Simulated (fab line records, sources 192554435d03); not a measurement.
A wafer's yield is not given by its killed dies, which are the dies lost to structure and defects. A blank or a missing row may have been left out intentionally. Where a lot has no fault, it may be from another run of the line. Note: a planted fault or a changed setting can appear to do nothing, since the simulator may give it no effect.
Matching of chambers | flow n5 finfet | rie diel-03 running N5_MOL_CONTACT_COAG_ETCH_47: 4 sister chambers
The step etches SiNx in CH3F/O2, stops on W, target depth 27 nm. 27 wafers are shown with their chamber, then 12 later ones without.

== WAFERS, EACH WITH ITS CHAMBER ==
wafer  | chamber | showerhead plenum p Torr (Torr) | drypump motor current A (A) | throttle valve pct (%)
L074.1 | 1       | 2.13                            | 6.4                         | 16.20
L074.2 | 3       | 2.07                            | 4.9                         | 16.60
L074.3 | 0       | 1.97                            | 5.5                         | 16.34
L074.4 | 1       | 2.13                            | 6.4                         | 16.21
L074.5 | 0       | 1.97                            | 5.5                         | 16.33
L074.6 | 3       | 2.07                            | 4.9                         | 16.59
L075.1 | 0       | 1.97                            | 5.5                         | 16.36
L075.4 | 2       | 1.91                            | 5.3                         | 16.47
L075.5 | 0       | 1.97                            | 5.5                         | 16.34
L081.1 | 1       | 2.12                            | 6.5                         | 16.24
L081.4 | 2       | 1.91                            | 5.3                         | 16.49
L081.5 | 1       | 2.12                            | 6.5                         | 16.22
L083.1 | 0       | 1.96                            | 5.5                         | 16.40
L083.2 | 1       | 2.12                            | 6.5                         | 16.26
L083.3 | 3       | 2.07                            | 4.8                         | 16.65
L083.4 | 3       | 2.07                            | 4.8                         | 16.64
L083.5 | 0       | 1.96                            | 5.5                         | 16.39
L083.6 | 1       | 2.12                            | 6.5                         | 16.24
L084.1 | 1       | 2.12                            | 6.5                         | 16.24
L084.2 | 3       | 2.07                            | 4.8                         | 16.64
L084.3 | 2       | 1.91                            | 5.3                         | 16.49
L084.4 | 0       | 1.96                            | 5.5                         | 16.40
L084.5 | 3       | 2.07                            | 4.8                         | 16.64
L084.6 | 2       | 1.91                            | 5.3                         | 16.50
L087.4 | 2       | 1.91                            | 5.3                         | 16.50
L087.5 | 1       | 2.12                            | 6.4                         | 16.25
L087.6 | 2       | 1.91                            | 5.3                         | 16.48

SIGNATURES (averages over the wafers above)
reading                  | chamber 0 | chamber 1 | chamber 2 | chamber 3 | scatter within a chamber
showerhead plenum p Torr | 1.9657    | 2.1225    | 1.9100    | 2.0700    | 0.00374
drypump motor current A  | 5.500     | 6.463     | 5.300     | 4.833     | 0.0373
throttle valve pct       | 16.3657   | 16.2325   | 16.4883   | 16.6267   | 0.0232
Rule: distance of a wafer from a chamber = root of the sum over the readings of ((wafer's reading minus chamber's mean) / reading's scatter) squared. If the next closest chamber is less than 2 further off than the closest, the wafer can't be placed; otherwise it belongs to the closest. The scatter: take each reading less its chamber's mean, square it, sum over the shown wafers, divide by the number of wafers less the number of chambers, and take the root.

== WAFERS WITH NO CHAMBER GIVEN ==
wafer  | showerhead plenum p Torr (Torr) | drypump motor current A (A) | throttle valve pct (%)
L090.1 | 1.96                            | 5.5                         | 15.93
L090.5 | 2.11                            | 6.5                         | 16.28
L090.6 | 1.96                            | 5.5                         | 15.95
L091.2 | 1.90                            | 5.3                         | 16.55
L091.3 | 1.96                            | 5.5                         | 15.96
L091.4 | 2.06                            | 4.8                         | 16.66
L093.2 | 2.06                            | 4.8                         | 16.66
L093.3 | 1.90                            | 5.3                         | 16.54
L093.4 | 2.11                            | 6.5                         | 16.28
L094.2 | 2.11                            | 6.5                         | 16.30
L094.4 | 1.95                            | 5.5                         | 15.95
L094.5 | 2.06                            | 4.8                         | 16.66

== EACH ONE'S CHAMBER ==
wafer  | from the rows above | in truth
L090.1 | 0                   | 0
L090.5 | 1                   | 1
L090.6 | 0                   | 0
L091.2 | 2                   | 2
L091.3 | 0                   | 0
L091.4 | 3                   | 3
L093.2 | 3                   | 3
L093.3 | 2                   | 2
L093.4 | 1                   | 1
L094.2 | 1                   | 1
L094.4 | 0                   | 0
L094.5 | 3                   | 3
Correctly placed: 12 of 12. Not placeable from these rows: 0. Placed wrongly: 0.
